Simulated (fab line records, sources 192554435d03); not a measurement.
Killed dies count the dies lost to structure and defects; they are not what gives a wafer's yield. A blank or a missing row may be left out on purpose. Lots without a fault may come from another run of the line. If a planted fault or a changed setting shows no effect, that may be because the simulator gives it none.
Split-lot experiment | flow n5 finfet | 21 wafers read from 7 lots, route of 1938 steps

ABOUT THE SPLIT
At N5_SDB_COAT_04 (time 60 s, resist thk 18 nm), the setting spin rpm was moved away from the recipe's 1500 rpm on 9 of the 21 wafers read, by -8.9% to +11.0%. All remaining wafers had this setting at the recipe value.

FROM THE SPLIT TO THE READING: what the file shows between them, 3 steps
- N5_SDB_COAT_05: resist thk 90 nm
- N5_SDB_EBR_07
- N5_SDB_DESCUM_16: chemistry O2, time 7.9 s

THE READING
CAR-ArF_of_SDB_COAT_05.thk nm (the simulator's own value, which no gauge read), in nm, at N5_SDB_ETCH_17 (etches SiARC in CF4, target depth 23.4 nm, time 39 s). No usual value for it is given in the file. Across the 12 wafers here that went through the recipe, the average is 66.9 nm and the standard deviation 0.17 nm.

wafer  | tool, chamber at the split | spin rpm as run, rpm | against the recipe | CAR-ArF_of_SDB_COAT_05.thk nm, nm | against lot-mates on the recipe
L076.2 | litho track-05, 0          | 1400                 | -6.7%              | 66.8                              | no lot-mate on the recipe
L076.3 | litho track-05, 0          | 1400                 | -6.7%              | 66.2                              | no lot-mate on the recipe
L076.4 | litho track-05, 0          | 1400                 | -6.7%              | 66.4                              | no lot-mate on the recipe
L078.1 | litho track-02, 0          | 1622                 | +8.1%              | 67.2                              | +0.6
L078.4 | litho track-02, 0          | 1500                 | recipe             | 66.6                              | -
L078.6 | litho track-02, 0          | 1622                 | +8.1%              | 67.2                              | +0.6
L079.1 | litho track-05, 0          | 1500                 | recipe             | 67                                | -
L079.2 | litho track-05, 0          | 1500                 | recipe             | 67                                | -
L079.4 | litho track-05, 0          | 1665                 | +11.0%             | 68                                | +1.0
L084.1 | litho track-02, 0          | 1500                 | recipe             | 67                                | -
L084.3 | litho track-02, 0          | 1500                 | recipe             | 67                                | -
L084.6 | litho track-02, 0          | 1500                 | recipe             | 67                                | -
L087.1 | litho track-01, 0          | 1402                 | -6.5%              | 66.4                              | -0.5
L087.4 | litho track-01, 0          | 1500                 | recipe             | 67                                | -
L087.5 | litho track-01, 0          | 1500                 | recipe             | 66.8                              | -
L088.1 | litho track-02, 0          | 1500                 | recipe             | 67                                | -
L088.5 | litho track-02, 0          | 1500                 | recipe             | 66.6                              | -
L088.6 | litho track-02, 0          | 1500                 | recipe             | 67                                | -
L090.3 | litho track-01, 0          | 1366                 | -8.9%              | 65.8                              | -0.8
L090.5 | litho track-01, 0          | 1500                 | recipe             | 66.6                              | -
L090.6 | litho track-01, 0          | 1366                 | -8.9%              | 65.8                              | -0.8

FIT RESULTS
A straight line over all 21 wafers: CAR-ArF_of_SDB_COAT_05.thk nm changes by +0.0809 nm for each +1% of spin rpm; r = +0.88; the points scatter about the line by 0.24 nm.
The same after taking each lot's own level away (the mean of its wafers on the recipe; 18 wafers): +0.0842 nm for each +1%; r = +0.98; scatter 0.098 nm.
According to that fit, moving spin rpm by its largest amount changes the reading by 0.93 nm.
Measured against the standard deviation above, the lots' own levels, which go from 66.60 to 67.00 nm, span 2.3 times it.
Consequently the slope shifts little with the lot-to-lot level, the two slopes agreeing.
Check: +0.88 nm against its lot-mates is what the line predicts for one of the wafers moved furthest among these (+11.0%) when that wafer is left out of the fit. It came out at +1 nm against them.

OTHER SPLITS APPLIED TO THESE WAFERS
Note: prior to the reading, these wafers also went through further splits. Each is held against what the fit with the lots' levels taken away leaves over:
other split on the same wafers            | wafers away from the commonest value | r with CAR-ArF_of_SDB_COAT_05.thk nm (lot level and that fit taken away)
N5_WELL_APT_EXPOSE_22 dose mj             | 4                                    | -0.10
N5_WELL_APT_PEB_23 peb time s             | 10                                   | -0.04
N5_PMOS_HMC_CHANNEL_EPI_PEB_07 peb time s | 5                                    | -0.14
N5_FIN_SAQP_SPACER1_ALD_24 ald cycles     | 6                                    | -0.18
N5_SD_EPI_N_COAT_33 spin rpm              | 5                                    | +0.16
N5_SD_EPI_N_ETCH_35 source w              | 7                                    | +0.09

THE WHOLE CHAIN: every reading that the file lists as answering this split, in the file's order
step           | what it does                                         | reading                                                                        | change (the file's fit)                | r (the file's)
N5_SDB_COAT_04 | time 60 s, resist thk 18 nm                          | SiARC_of_SDB_COAT_04.thk nm (the simulator's own value, which no gauge read)   | -0.0878 nm for each +1% of the setting | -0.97
N5_SDB_ETCH_17 | etches SiARC in CF4, target depth 23.4 nm, time 39 s | etch.depth nm (the simulator's own value, which no gauge read)                 | -0.0899 nm for each +1% of the setting | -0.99
N5_SDB_ETCH_17 | etches SiARC in CF4, target depth 23.4 nm, time 39 s | CAR-ArF_of_SDB_COAT_05.thk nm (the simulator's own value, which no gauge read) | +0.0849 nm for each +1% of the setting | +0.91

FILE'S OWN FIT
CAR-ArF_of_SDB_COAT_05.thk nm changes by +0.0849 nm for each +1% of spin rpm, r = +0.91.
